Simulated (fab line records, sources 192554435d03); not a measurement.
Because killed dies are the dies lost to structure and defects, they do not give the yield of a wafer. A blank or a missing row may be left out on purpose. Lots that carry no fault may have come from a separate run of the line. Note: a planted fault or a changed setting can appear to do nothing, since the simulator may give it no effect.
Which of the tools did it? | flow n5-finfet | 40 wafers from 14 lots sampled at 7 of the route's 1938 steps

WHAT EACH GAUGE READ, for each wafer
N5_MOL_CONTACT_COAG_CD_MEAS_101: the cd target is 16 nm. Usual: cd-nm at 16.0 nm, with a standard deviation of 0.5.
lot  | measured     | on        | cd-nm (nm)     | flag
L476 | day 5 12:41  | cd-sem-01 | 16.1 15.6 15.6 |
L477 | day 5 18:37  | cd-sem-02 | 16.8 16.0 16.1 |
L478 | day 6 01:35  | cd-sem-02 | 15.9 15.7 16.8 |
L479 | day 6 06:01  | cd-sem-03 | 16.1 16.7 16.3 |
L480 | day 6 13:17  | cd-sem-03 | 15.4 15.6 15.4 |
L482 | day 7 00:43  | cd-sem-01 | 16.3 15.5 16.0 |
L483 | day 7 06:31  | cd-sem-01 | 15.4 15.3 16.1 |
L484 | day 7 17:08  | cd-sem-03 | 15.0 16.2      |
L488 | day 8 10:49  | cd-sem-01 | 15.9 16.6 17.0 |
L489 | day 8 22:30  | cd-sem-01 | 15.9 15.9 16.1 |
L494 | day 9 23:29  | cd-sem-01 | 16.4 16.4      |
L496 | day 10 12:07 | cd-sem-02 | 15.7 17.4 16.0 |
L497 | day 10 21:22 | cd-sem-02 | 16.1 15.9 16.4 |
L498 | day 11 00:02 | cd-sem-03 | 16.8 16.1 15.8 |

N5_BEOL_M0_SAQP_CD_MEAS_25: the cd target is 13.1 nm. Usual: cd-nm at 12.80 nm, with a standard deviation of 0.22.
lot  | measured     | on        | cd-nm (nm)        | flag
L476 | day 5 21:40  | cd-sem-02 | 12.70 12.85 12.54 |
L477 | day 6 02:11  | cd-sem-02 | 12.77 12.73 12.99 |
L478 | day 6 08:55  | cd-sem-02 | 12.64 12.88 12.95 |
L479 | day 6 13:24  | cd-sem-01 | 12.59 12.73 12.52 |
L480 | day 6 20:43  | cd-sem-01 | 13.11 12.86 12.93 |
L482 | day 7 09:08  | cd-sem-02 | 12.52 12.55 13.04 |
L483 | day 7 13:54  | cd-sem-02 | 12.74 12.82 12.66 |
L484 | day 8 00:44  | cd-sem-02 | 12.76 12.71       |
L488 | day 8 18:04  | cd-sem-01 | - - -             | OFF
L489 | day 9 05:47  | cd-sem-03 | - - -             | OFF
L494 | day 10 07:16 | cd-sem-03 | 13.24 12.80       |
L496 | day 10 20:07 | cd-sem-02 | 12.54 13.28 12.61 |
L497 | day 11 05:41 | cd-sem-01 | 12.85 13.32 12.93 |
L498 | day 11 09:37 | cd-sem-01 | 12.80 12.80 12.73 |

N5_BEOL_M4_RC_MEAS_101. Usual: DIBL_N 37.1 mV/V, standard deviation 2.4; DIBL_P 37 mV/V, standard deviation 3; IOFF_N 0.18 nA/um, standard deviation 0.053; IOFF_P 0.21 nA/um, standard deviation 0.05; ION_N 674 uA/um, standard deviation 14; ION_P 459 uA/um, standard deviation 9.2; SS_N 72.1 mV/dec, standard deviation 0.9; SS_P 73.4 mV/dec, standard deviation 0.89; VT_N 250 mV, standard deviation 3.8; VT_P -251 mV, standard deviation 3.7.
lot  | measured     | on        | DIBL_N (mV/V)  | DIBL_P (mV/V) | IOFF_N (nA/um) | IOFF_P (nA/um) | ION_N (uA/um) | ION_P (uA/um) | SS_N (mV/dec)  | SS_P (mV/dec)  | VT_N (mV)   | VT_P (mV)      | flag
L476 | day 8 14:59  | prober-01 | 39.5 36.7 34.4 | 40 37 33      | 0.21 0.15 0.13 | 0.29 0.22 0.17 | 680 671 654   | 466 461 450   | 72.7 71.6 71.9 | 74.0 73.3 71.9 | 248 251 255 | -246 -251 -253 |
L477 | day 9 08:23  | prober-02 | 35.7 37.7 34.8 | 35 36 34      | 0.16 0.19 0.14 | 0.22 0.22 0.18 | 671 677 656   | 464 461 455   | 71.8 72.6 71.9 | 72.9 73.0 72.3 | 249 251 253 | -249 -249 -249 |
L478 | day 9 13:48  | prober-01 | 37.7 36.7 37.9 | 39 37 38      | 0.20 0.19 0.20 | 0.25 0.23 0.23 | 688 681 664   | 467 464 453   | 71.6 72.0 73.0 | 73.7 72.7 73.8 | 248 245 247 | -248 -248 -248 |
L479 | day 9 08:38  | prober-01 | 35.0 34.1 36.0 | 34 32 35      | 0.13 0.12 0.14 | 0.16 0.14 0.17 | 664 652 664   | 455 445 453   | 71.5 71.4 71.1 | 73.0 72.2 72.8 | 253 256 255 | -251 -257 -255 |
L480 | day 9 13:41  | prober-02 | 40.3 35.2 36.3 | 37 35 36      | 0.26 0.13 0.14 | 0.19 0.16 0.17 | 659 654 655   | 447 445 441   | 74.5 70.6 71.5 | 73.1 73.0 72.5 | 250 253 252 | -253 -254 -254 |
L482 | day 9 21:47  | prober-02 | 36.1 33.4 36.5 | 34 31 36      | 0.14 0.11 0.15 | 0.20 0.16 0.22 | 674 656 677   | 464 453 474   | 72.4 71.2 72.2 | 72.6 71.6 73.4 | 252 256 253 | -250 -252 -250 |
L483 | day 10 16:02 | prober-01 | 33.4 39.3 36.0 | 31 38 34      | 0.11 0.22 0.14 | 0.15 0.24 0.18 | 663 685 661   | 456 465 443   | 70.8 72.2 71.0 | 72.4 73.3 72.4 | 256 247 254 | -254 -249 -253 |
L484 | day 10 14:05 | prober-01 | 39.7 34.1      | 37 32         | 0.20 0.10      | 0.19 0.13      | 670 651       | 449 446       | 73.0 71.8      | 74.5 72.7      | 251 259     | -256 -258      |
L494 | day 12 21:28 | prober-02 | 42.6 43.0      | 45 45         | 0.30 0.30      | 0.31 0.32      | 698 693       | 471 462       | 73.4 73.8      | 75.3 75.1      | 245 244     | -246 -247      |
L496 | day 13 21:18 | prober-02 | 32.5 36.1 37.3 | 33 37 39      | 0.12 0.17 0.21 | 0.14 0.18 0.22 | 665 690 697   | 453 459 464   | 71.2 71.7 72.5 | 72.1 72.8 74.6 | 252 249 244 | -255 -255 -252 |
L497 | day 13 21:37 | prober-01 | 36.6 34.7 34.5 | 37 35 35      | 0.17 0.14 0.14 | 0.18 0.16 0.16 | 682 665 670   | 459 446 458   | 72.2 71.2 70.7 | 72.7 73.3 73.3 | 251 251 252 | -256 -255 -258 |
L498 | day 14 00:27 | prober-01 | 34.9 37.6 37.8 | 35 38 39      | 0.13 0.16 0.19 | 0.16 0.19 0.22 | 662 662 681   | 456 448 460   | 71.0 71.7 71.8 | 73.0 73.5 73.7 | 254 254 249 | -253 -253 -252 |

EACH LOT AND THE TOOL THAT RAN IT (in order: tool; ch and the chambers of the sampled wafers; start)
lot  | N5_MOL_CONTACT_COAG_ETCHBACK_134   | N5_BEOL_M0_SAQP_HM_DEP_111      | N5_BEOL_M0_SAQP_ETCH_83            | N5_BEOL_M0_SAQP_HM_OPEN_112
L476 | rie-diel-02 ch 0,2,3, day 5 12:10  | pecvd-01 ch 0,1,2, day 5 19:34  | rie-diel-04 ch 0,2, day 5 20:08    | rie-diel-04 ch 0,2, day 5 20:17
L477 | rie-diel-05 ch 0,3, day 5 18:07    | pecvd-01 ch 0,1,2, day 6 00:05  | rie-diel-01 ch 0,2, day 6 00:39    | rie-diel-01 ch 0,2, day 6 00:49
L478 | rie-diel-02 ch 0,3, day 6 01:04    | pecvd-04 ch 0,2, day 6 06:48    | rie-diel-01 ch 0,2, day 6 07:22    | rie-diel-01 ch 0,2, day 6 07:32
L479 | rie-diel-02 ch 1,2, day 6 05:30    | pecvd-04 ch 0,1, day 6 11:06    | rie-diel-01 ch 0,1,2, day 6 11:53  | rie-diel-01 ch 0,1,2, day 6 12:02
L480 | rie-diel-06 ch 0,1,2, day 6 12:46  | pecvd-01 ch 0,1, day 6 18:43    | rie-diel-04 ch 1,2,3, day 6 19:11  | rie-diel-04 ch 1,2,3, day 6 19:21
L482 | rie-diel-06 ch 2,3, day 7 00:13    | pecvd-04 ch 0,1, day 7 07:02    | rie-diel-03 ch 0,1,2, day 7 07:37  | rie-diel-03 ch 0,1,2, day 7 07:46
L483 | rie-diel-02 ch 0,1,3, day 7 06:01  | pecvd-01 ch 0,1,2, day 7 11:37  | rie-diel-01 ch 0,1,2, day 7 12:11  | rie-diel-01 ch 0,1,2, day 7 12:21
L484 | rie-diel-05 ch 0,1, day 7 16:38    | pecvd-02 ch 0,1, day 7 22:32    | rie-diel-01 ch 1,3, day 7 23:05    | rie-diel-01 ch 1,3, day 7 23:15
L488 | rie-diel-02 ch 0,2,3, day 8 10:18  | pecvd-02 ch 0,1,2, day 8 15:47  | rie-diel-01 ch 0,1, day 8 16:29    | rie-diel-01 ch 0,1, day 8 16:39
L489 | rie-diel-06 ch 0,1,2, day 8 22:00  | pecvd-01 ch 0,2, day 9 03:24    | rie-diel-04 ch 0,1,3, day 9 03:58  | rie-diel-04 ch 0,1,3, day 9 04:08
L494 | rie-diel-02 ch 2,3, day 9 22:58    | pecvd-02 ch 0, day 10 05:00     | rie-diel-04 ch 0,1, day 10 05:34   | rie-diel-04 ch 0,1, day 10 05:44
L496 | rie-diel-05 ch 0,2, day 10 11:36   | pecvd-02 ch 0,1,2, day 10 17:56 | rie-diel-04 ch 0,2, day 10 18:30   | rie-diel-04 ch 0,2, day 10 18:39
L497 | rie-diel-05 ch 2,3, day 10 20:52   | pecvd-01 ch 0,1, day 11 03:35   | rie-diel-01 ch 0,1,2, day 11 04:10 | rie-diel-01 ch 0,1,2, day 11 04:19
L498 | rie-diel-05 ch 1,2,3, day 10 23:32 | pecvd-01 ch 0,1,2, day 11 07:31 | rie-diel-01 ch 0,1,3, day 11 08:05 | rie-diel-01 ch 0,1,3, day 11 08:14
- N5_MOL_CONTACT_COAG_ETCHBACK_134: etches SiO2 in CHF3, target depth 10 nm, time 6.7 s.
- N5_BEOL_M0_SAQP_HM_DEP_111: deposits SiO2 from SiH4/N2O, target thk 12 nm, time 7.2 s.
- N5_BEOL_M0_SAQP_ETCH_83: etches SiARC in CF4, target depth 39 nm, time 65 s.
- N5_BEOL_M0_SAQP_HM_OPEN_112: chemistry CHF3/O2, target SiO2, stops on a-Si, target depth 12 nm, time 13.5 s.

WHAT THE TOOLS THEMSELVES READ (means of the sampled wafers that have a number; where no wafer has one, the mark that the record gives instead)
N5_MOL_CONTACT_COAG_ETCHBACK_134. Usual: drypump-motor-current-A 5.7 A, standard deviation 0.58; oes-product-au 0.79 a.u., standard deviation 0.085; rf-vpp-V 522 V, standard deviation 12; showerhead-plenum-p-Torr 2.40 Torr, standard deviation 0.081; throttle-valve-pct 18.64 %, standard deviation 0.21.
lot  | tool        | drypump-motor-current-A (A) | oes-product-au (a.u.) | rf-vpp-V (V) | showerhead-plenum-p-Torr (Torr) | throttle-valve-pct (%) | flag
L476 | rie-diel-02 | 5.6                         | 0.79                  | 516          | 2.41                            | 18.56                  |
L477 | rie-diel-05 | 5.6                         | 0.77                  | 527          | 2.32                            | 18.70                  |
L478 | rie-diel-02 | 5.8                         | 0.78                  | 513          | 2.38                            | 18.62                  |
L479 | rie-diel-02 | 5.1                         | 0.77                  | 533          | 2.43                            | 18.59                  |
L480 | rie-diel-06 | 5.6                         | 0.85                  | 525          | 2.43                            | 18.64                  |
L482 | rie-diel-06 | 5.9                         | 0.78                  | 527          | 2.40                            | 18.57                  |
L483 | rie-diel-02 | 5.8                         | 0.75                  | 519          | 2.38                            | 18.70                  |
L484 | rie-diel-05 | 5.5                         | 0.74                  | 514          | 2.33                            | 18.66                  |
L488 | rie-diel-02 | 5.6                         | 0.76                  | 516          | 2.40                            | 18.59                  |
L489 | rie-diel-06 | 5.6                         | 0.81                  | 525          | 2.42                            | 18.68                  |
L494 | rie-diel-02 | 5.6                         | 0.73                  | 515          | 2.42                            | 18.66                  |
L496 | rie-diel-05 | 6.2                         | 0.83                  | 529          | 2.45                            | 18.62                  |
L497 | rie-diel-05 | 6.2                         | 0.86                  | 532          | 2.46                            | 18.67                  |
L498 | rie-diel-05 | 5.9                         | 0.91                  | 523          | 2.40                            | 18.59                  |

N5_BEOL_M0_SAQP_HM_DEP_111. Usual: chamber-pressure-Torr 0.7501 Torr, standard deviation 0.0019; heater-power-outer-w 431 W, standard deviation 56; heater-power-w 710 W, standard deviation 76; showerhead-plenum-p-Torr 8.12 Torr, standard deviation 0.12.
lot  | tool     | chamber-pressure-Torr (Torr) | heater-power-outer-w (W) | heater-power-w (W) | showerhead-plenum-p-Torr (Torr) | flag
L476 | pecvd-01 | 0.7504                       | 371                      | 642                | 8.19                            |
L477 | pecvd-01 | 0.7493                       | 386                      | 655                | 8.20                            |
L478 | pecvd-04 | 0.7518                       | 459                      | 707                | 8.07                            |
L479 | pecvd-04 | 0.7504                       | 531                      | 824                | 8.14                            |
L480 | pecvd-01 | 0.7517                       | 413                      | 704                | 8.11                            |
L482 | pecvd-04 | 0.7508                       | 450                      | 736                | 8.15                            |
L483 | pecvd-01 | 0.7494                       | 407                      | 690                | 8.19                            |
L484 | pecvd-02 | 0.7516                       | 466                      | 785                | 8.09                            |
L488 | pecvd-02 | -                            | -                        | -                  | -                               | OFF
L489 | pecvd-01 | -                            | -                        | -                  | -                               | OFF
L494 | pecvd-02 | 0.7513                       | 394                      | 684                | 8.02                            |
L496 | pecvd-02 | 0.7506                       | 456                      | 761                | 8.05                            |
L497 | pecvd-01 | 0.7480                       | 430                      | 721                | 8.05                            |
L498 | pecvd-01 | 0.7486                       | 367                      | 639                | 8.18                            |

N5_BEOL_M0_SAQP_ETCH_83. Usual: drypump-motor-current-A 5.8 A, standard deviation 0.35; etch-rf-on-time-s 64.6 s, standard deviation 2; oes-product-au 0.67 a.u., standard deviation 0.048; rf-vpp-V 183.8 V, standard deviation 1.3; showerhead-plenum-p-Torr 2.14 Torr, standard deviation 0.07; throttle-valve-pct 15.62 %, standard deviation 0.2.
lot  | tool        | drypump-motor-current-A (A) | etch-rf-on-time-s (s) | oes-product-au (a.u.) | rf-vpp-V (V) | showerhead-plenum-p-Torr (Torr) | throttle-valve-pct (%) | flag
L476 | rie-diel-04 | 5.9                         | 64.1                  | 0.65                  | 181.8        | 2.09                            | 15.70                  |
L477 | rie-diel-01 | 6.2                         | 63.8                  | 0.68                  | 184.9        | 2.22                            | 15.53                  |
L478 | rie-diel-01 | 6.2                         | 63.5                  | 0.68                  | 184.9        | 2.22                            | 15.54                  |
L479 | rie-diel-01 | 6.0                         | 65.0                  | 0.67                  | 184.1        | 2.16                            | 15.60                  |
L480 | rie-diel-04 | 5.6                         | 64.1                  | 0.68                  | 184.1        | 2.09                            | 15.45                  |
L482 | rie-diel-03 | 5.6                         | 64.3                  | 0.71                  | 184.8        | 2.22                            | 15.67                  |
L483 | rie-diel-01 | 6.0                         | 65.7                  | 0.66                  | 183.7        | 2.16                            | 15.61                  |
L484 | rie-diel-01 | 5.8                         | 65.0                  | 0.64                  | 181.8        | 2.06                            | 15.79                  |
L488 | rie-diel-01 | 5.8                         | 66.7                  | 0.68                  | 183.5        | 2.14                            | 15.53                  |
L489 | rie-diel-04 | 5.5                         | 63.9                  | 0.70                  | 183.9        | 2.13                            | 15.43                  |
L494 | rie-diel-04 | 5.7                         | 63.3                  | 0.71                  | 183.4        | 2.12                            | 15.50                  |
L496 | rie-diel-04 | 5.9                         | 65.1                  | 0.61                  | 182.9        | 2.08                            | 15.76                  |
L497 | rie-diel-01 | 6.0                         | 64.8                  | 0.64                  | 184.7        | 2.15                            | 15.66                  |
L498 | rie-diel-01 | 5.8                         | 66.0                  | 0.65                  | 183.0        | 2.10                            | 15.70                  |

N5_BEOL_M0_SAQP_HM_OPEN_112. Usual: drypump-motor-current-A 5.8 A, standard deviation 0.34; oes_o_777_au 0.79 a.u., standard deviation 0.064; oes-product-au 0.51 a.u., standard deviation 0.037; rf-vpp-V 527 V, standard deviation 15; showerhead-plenum-p-Torr 2.40 Torr, standard deviation 0.085; throttle-valve-pct 18.83 %, standard deviation 0.23.
lot  | tool        | drypump-motor-current-A (A) | oes_o_777_au (a.u.) | oes-product-au (a.u.) | rf-vpp-V (V) | showerhead-plenum-p-Torr (Torr) | throttle-valve-pct (%) | flag
L476 | rie-diel-04 | 6.0                         | 0.76                | 0.49                  | 509          | 2.33                            | 18.82                  |
L477 | rie-diel-01 | 6.2                         | 0.81                | 0.52                  | 533          | 2.50                            | 18.78                  |
L478 | rie-diel-01 | 6.2                         | 0.81                | 0.51                  | 533          | 2.50                            | 18.79                  |
L479 | rie-diel-01 | 6.0                         | 0.81                | 0.50                  | 535          | 2.43                            | 18.81                  |
L480 | rie-diel-04 | 5.6                         | 0.81                | 0.52                  | 530          | 2.35                            | 18.59                  |
L482 | rie-diel-03 | 5.6                         | 0.81                | 0.54                  | 539          | 2.51                            | 19.02                  |
L483 | rie-diel-01 | 6.0                         | 0.80                | 0.51                  | 535          | 2.43                            | 18.82                  |
L484 | rie-diel-01 | 5.8                         | 0.76                | 0.49                  | 522          | 2.31                            | 18.99                  |
L488 | rie-diel-01 | 5.8                         | 0.83                | 0.30                  | 543          | 2.41                            | 18.67                  | OFF
L489 | rie-diel-04 | 5.5                         | 0.84                | 0.31                  | 525          | 2.39                            | 18.53                  | OFF
L494 | rie-diel-04 | 5.7                         | 0.86                | 0.53                  | 516          | 2.38                            | 18.68                  |
L496 | rie-diel-04 | 5.9                         | 0.73                | 0.47                  | 509          | 2.32                            | 18.88                  |
L497 | rie-diel-01 | 6.0                         | 0.78                | 0.50                  | 535          | 2.42                            | 18.87                  |
L498 | rie-diel-01 | 5.8                         | 0.77                | 0.50                  | 531          | 2.35                            | 18.89                  |

THE ANSWER, worked out from the rows above alone
Rule: take the mean of a lot's wafers that have a number; if it is more than 3 standard deviations from the usual mean, the lot is off. A lot without any number at a reading at which 4 lots or more have one is off too. Where the step has rows for the other lots, those lots are counted as sound. First the gauges in route order, then the tools' own readings, where a lot's mean is used as printed above. At the first step where some lot is off, the reading lying furthest off is the one used; lots without a number count as furthest.
Off: L488, L489 (N5_BEOL_M0_SAQP_CD_MEAS_25, cd-nm). Without a number there: L488, L489.
A tool fits if, at a process step before that reading, it ran every lot that is off, and no sound lot after the first of them. Not tried: the gauges at N5_BEOL_M0_SAQP_CD_MEAS_25; whatever is off there is also off at N5_BEOL_M0_SAQP_HM_DEP_111, on other tools, and gauge error can't account for it. Of those tried, none fits.

WHAT HAD BEEN PUT IN BY THE SIMULATOR
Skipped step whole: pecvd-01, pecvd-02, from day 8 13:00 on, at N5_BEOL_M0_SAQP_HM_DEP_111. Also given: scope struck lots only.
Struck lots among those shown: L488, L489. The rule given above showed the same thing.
